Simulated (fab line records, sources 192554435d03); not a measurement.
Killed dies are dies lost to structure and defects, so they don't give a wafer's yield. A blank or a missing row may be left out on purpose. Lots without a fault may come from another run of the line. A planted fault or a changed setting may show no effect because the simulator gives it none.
Chamber matching | flow n5_finfet | N5_BEOL_M12_TRENCH_ETCH_34 on rie_diel-02: 4 sister chambers
The step etches SiOC in C4F8/O2/Ar, target depth 318.95 nm, time 125.5 s. 16 wafers are shown with their chamber, then 8 later ones without.

WAFERS WITH THEIR CHAMBER
wafer  | chamber | showerhead_plenum_p_Torr (Torr) | drypump_motor_current_A (A) | throttle_valve_pct (%)
L075.1 | 0       | 3.43                            | 5.98                        | 24.2
L075.3 | 1       | 3.62                            | 5.55                        | 23.9
L075.5 | 0       | 3.43                            | 5.98                        | 24.2
L076.2 | 3       | 3.34                            | 6.10                        | 23.8
L076.4 | 0       | 3.42                            | 5.96                        | 24.2
L076.5 | 0       | 3.42                            | 5.96                        | 24.2
L078.4 | 1       | 3.61                            | 5.56                        | 23.9
L078.5 | 3       | 3.34                            | 6.11                        | 23.8
L078.6 | 2       | 3.30                            | 5.35                        | 23.6
L081.2 | 3       | 3.34                            | 6.13                        | 23.8
L081.3 | 0       | 3.42                            | 5.96                        | 24.2
L081.5 | 1       | 3.61                            | 5.53                        | 23.9
L085.3 | 2       | 3.29                            | 5.36                        | 23.6
L085.4 | 1       | 3.61                            | 5.59                        | 23.9
L085.6 | 1       | 3.61                            | 5.59                        | 23.9
L090.3 | 1       | 3.60                            | 5.57                        | 24.0

SIGNATURES (means of the wafers above)
reading                  | chamber 0 | chamber 1 | chamber 2 | chamber 3 | scatter within a chamber
showerhead_plenum_p_Torr | 3.4240    | 3.6100    | 3.2950    | 3.3400    | 0.00555
drypump_motor_current_A  | 5.9680    | 5.5650    | 5.3550    | 6.1133    | 0.0177
throttle_valve_pct       | 24.200    | 23.917    | 23.600    | 23.800    | 0.0264
Rule: a wafer's distance from a chamber is the root of the sum, over the readings, of the square of ((its reading less the chamber's mean) divided by the reading's scatter). The wafer belongs to the nearest chamber; if the next one is less than 2 further off, it can't be placed. The scatter: the root of (the sum of the squares of (reading less its chamber's mean) over the shown wafers, divided by (wafers less chambers)).

WAFERS WITHOUT THEIR CHAMBER
wafer  | showerhead_plenum_p_Torr (Torr) | drypump_motor_current_A (A) | throttle_valve_pct (%)
L090.5 | 3.60                            | 5.59                        | 24.0
L090.6 | 3.41                            | 5.97                        | 24.2
L094.1 | 3.28                            | 5.34                        | 23.7
L094.4 | 3.41                            | 5.98                        | 24.2
L094.5 | 3.28                            | 5.34                        | 23.7
L097.3 | 3.40                            | 5.97                        | 24.2
L097.5 | 3.40                            | 5.97                        | 24.3
L097.6 | 3.27                            | 5.39                        | 23.7

WHICH CHAMBER EACH WENT THROUGH
wafer  | from the rows above | in truth
L090.5 | 1                   | 1
L090.6 | 0                   | 0
L094.1 | 2                   | 2
L094.4 | 0                   | 0
L094.5 | 2                   | 2
L097.3 | 0                   | 0
L097.5 | 0                   | 0
L097.6 | 2                   | 2
Placed correctly: 8 of 8. Can't be placed from these rows: 0. Placed wrongly: 0.
